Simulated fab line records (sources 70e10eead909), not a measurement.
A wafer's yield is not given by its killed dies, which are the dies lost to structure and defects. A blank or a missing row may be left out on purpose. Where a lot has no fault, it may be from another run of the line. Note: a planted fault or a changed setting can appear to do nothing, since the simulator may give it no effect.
A struck lot beside a sound one || flow nandHarc || 15 steps out of a route of 1159
Sound: the wafers L855.1, L855.2, L855.6. The struck wafers were L870.4, L870.5, L870.6. The cause is given at the end.
Per side, at each step with rows, come the tool, then ch with its chambers, and then its first start. Under that, the readings that differ: sound wafers || struck wafers || difference of the means || sigmas: that difference in standard deviations of wafers without a fault.
alike: readings with means less than 2 such deviations apart, plus words and numbers identical on both sides. not compared: withheld readings, readings lacking a value on some wafer, bounds such as >300 that could conceal the same value, and numbers that have no deviation in the record and whose values overlap.
The two part at a step that has a row with sigmas, a row that says differs or no value, or rows on one side only. Numbers that don't overlap but have no deviation are shown without sigmas and don't part them. A reading that every wafer of one side lacks parts them only if that side has two wafers or more.

first, 3 steps without rows for these wafers: NHARC_THIN_TSV_EXPOSE_09 (exposes mask TSV); NHARC_THIN_TSV_PEB_10 (peb time 85 s); NHARC_THIN_TSV_DEVELOP_11 (time 70 s).
NHARC_THIN_TSV_CD_MEAS_12: the cd target is 1000 nm.
  sound on cdSem-03 ch 0, day 19 02:21; struck on cdSem-02 ch 0, day 24 00:20
  alike: cdNm
then, 2 steps without rows for these wafers: NHARC_THIN_TSV_HARDBAKE_13 (time 80 s); NHARC_THIN_TSV_DESCUM_14 (chemistry O2, time 3 s).
NHARC_THIN_TSV_ETCH_44: etches the open film in CF4/O2, target depth 1594.2 nm, time 797.1 s.
  sound on rieDiel-01 ch 1,2, day 19 02:37; struck on rieDiel-13 ch 1,2,3, day 24 00:41
  alike: drypumpMotorCurrentA, oesProductAu, rfVppV, showerheadPlenumPTorr, throttleValvePct
  not compared: rfHoursCounterH
NHARC_THIN_TSV_ETCH_15: target depth 3000 nm, bosch target overetch cycles 2, bosch etch step 2.8 s.
  sound on rieSi-02 ch 0,2, day 19 03:19; struck on rieSi-04 ch 0,2,3, day 24 01:11
  alike: drypumpMotorCurrentA
  not compared: rfHoursCounterH
NHARC_THIN_TSV_CD_MEAS_16:
  sound on cdSem-02, day 19 03:27; struck on cdSem-03, day 24 01:19
  alike: cdNm
NHARC_THIN_TSV_STRIP_45: strips in O2.
  sound on plasmaAsher-02 ch 0,1, day 19 04:02; struck on plasmaAsher-02 ch 0,1, day 24 01:37
  alike: drypumpMotorCurrentA, heaterPowerW
  not compared: rfHoursCounterH
then, 1 step without rows for these wafers: NHARC_THIN_TSV_STRIP_46 (strips in post etch residue remover, time 1200 s).
NHARC_THIN_TSV_DEP_47: deposits SiO2, target thk 200 nm.
  sound on pecvd-02 ch 0,1,2, day 19 04:53; struck on pecvd-01 ch 0,1,2, day 24 02:25
  alike: chamberPressureTorr, throttleValvePct
NHARC_THIN_TSV_ETCHBACK_48: etches the open film in C4F8/Ar, target depth 1028.5 nm, time 405.17 s.
  sound on rieDiel-02 ch 0,2, day 19 05:16; struck on rieDiel-13 ch 0,1, day 24 02:41
{"reading": "oesProductAu (a.u.)", "sound": "0.95 0.95 0.96", "struck": "1.20 1.20 1.20", "difference": "+0.25", "sigmas": "+7"}
{"reading": "rfFwdPowerW (W)", "sound": "596.1 598.3 597.1", "struck": "839.0 838.4 836.6", "difference": "+240.8", "sigmas": "+99 or more"}
  alike: rfVppV
  not compared: rfHoursCounterH
NHARC_THIN_TSV_STRIP_62: strips in N2/H2, time 20 s.
  sound on plasmaAsher-02 ch 0,1, day 19 05:38; struck on plasmaAsher-02 ch 0,1, day 24 03:06
  alike: drypumpMotorCurrentA, heaterPowerW
  not compared: rfHoursCounterH
NHARC_END_SORT_01:
  sound on prober-01 ch 0, day 20 02:56; struck on prober-02 ch 0, day 24 17:26
{"reading": "defectLimitedYield (%)", "sound": "95.6 96.8 96.9", "struck": "90.7 91.1 94.4", "difference": -4.4, "sigmas": -3}
{"reading": "killedAtArray", "sound": "25 19 19", "struck": "56 51 37", "difference": "+27", "sigmas": "+2"}
{"reading": "killedDies", "sound": "30 22 21", "struck": "63 60 38", "difference": "+29", "sigmas": "+3"}
{"reading": "sort_bin_3_pct (%)", "sound": "0 0.15 0.15", "struck": "1.03 0.89 0.30", "difference": "+0.64", "sigmas": "+3"}
{"reading": "sort_bin_4_pct (%)", "sound": "2.4 2.1 2.1", "struck": "5.5 5.0 3.8", "difference": "+2.6", "sigmas": "+3"}
{"reading": "sortNPass", "sound": "647 655 656", "struck": "614 617 639", "difference": -29, "sigmas": -3}
{"reading": "sortRimYieldPct (%)", "sound": "100.0 95.3 95.3", "struck": "83.0 93.4 90.6", "difference": -7.9, "sigmas": -3}
{"reading": "sortYieldPct (%)", "sound": "95.6 96.8 96.9", "struck": "90.7 91.1 94.4", "difference": -4.4, "sigmas": -3}
  alike: killedAtOther, killedAtPeriphery, killedOpen, killedShort, sort_bin_2_pct

WHERE THEY PART
At NHARC_THIN_TSV_ETCHBACK_48 first; at NHARC_END_SORT_01 last (within this record only).

WHY: the cause the simulator had injected
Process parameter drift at NHARC_THIN_TSV_ETCHBACK_48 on rieDiel-13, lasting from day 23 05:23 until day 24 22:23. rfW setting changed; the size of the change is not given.
